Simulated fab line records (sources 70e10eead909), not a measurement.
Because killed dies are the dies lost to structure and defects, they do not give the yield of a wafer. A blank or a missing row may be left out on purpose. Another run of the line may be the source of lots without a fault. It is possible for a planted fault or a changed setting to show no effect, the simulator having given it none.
Matching of chambers | flow nandHarc | NHARC_A_CONTACT_DEP_24 on pecvd-04 has 3 sister chambers
The step deposits SiO2, target thk 500 nm. 6 wafers are shown with their chamber, then 8 later ones without.

== WAFERS, EACH WITH ITS CHAMBER ==
wafer  | chamber | throttleValvePct (%) | heaterPowerW (W)
L570.4 | 2       | 15.8                 | 604
L571.5 | 0       | 16.8                 | 556
L576.2 | 1       | 16.4                 | 740
L576.4 | 0       | 16.8                 | 461
L576.6 | 1       | 16.2                 | 782
L577.3 | 2       | 16.3                 | 628

== WAFERS WITHOUT THEIR CHAMBER ==
wafer  | throttleValvePct (%) | heaterPowerW (W)
L577.4 | 17.1                 | 567
L577.5 | 15.8                 | 680
L578.2 | 17.2                 | 587
L578.4 | 16.1                 | 793
L578.6 | 16.0                 | 733
L579.3 | 15.9                 | 615
L579.5 | 16.3                 | 648
L579.6 | 16.0                 | 684

== WHICH CHAMBER EACH WENT THROUGH ==
wafer  | from the rows above     | in truth
L577.4 | 0                       | 0
L577.5 | can't be placed: 2 or 1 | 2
L578.2 | 0                       | 0
L578.4 | 1                       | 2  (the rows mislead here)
L578.6 | can't be placed: 1 or 2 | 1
L579.3 | 2                       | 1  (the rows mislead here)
L579.5 | can't be placed: 2 or 1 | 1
L579.6 | can't be placed: 2 or 1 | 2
Placed correctly: 2 of 8. Can't be placed from these rows: 4 (the true chamber is among the candidates in 4). Wrongly placed: 2.
How it was worked out, from the rows above alone: a wafer's distance from a chamber is the root of the sum, over the readings, of the square of ((its reading less the chamber's mean) divided by the reading's scatter). If the next closest chamber is less than 2 further off than the closest, the wafer can't be placed; otherwise it belongs to the closest. Each chamber's mean is taken over the wafers shown for it. The scatter is the square root of a quotient: the sum, over the shown wafers, of each reading's squared deviation from its chamber's mean, divided by wafers minus chambers.
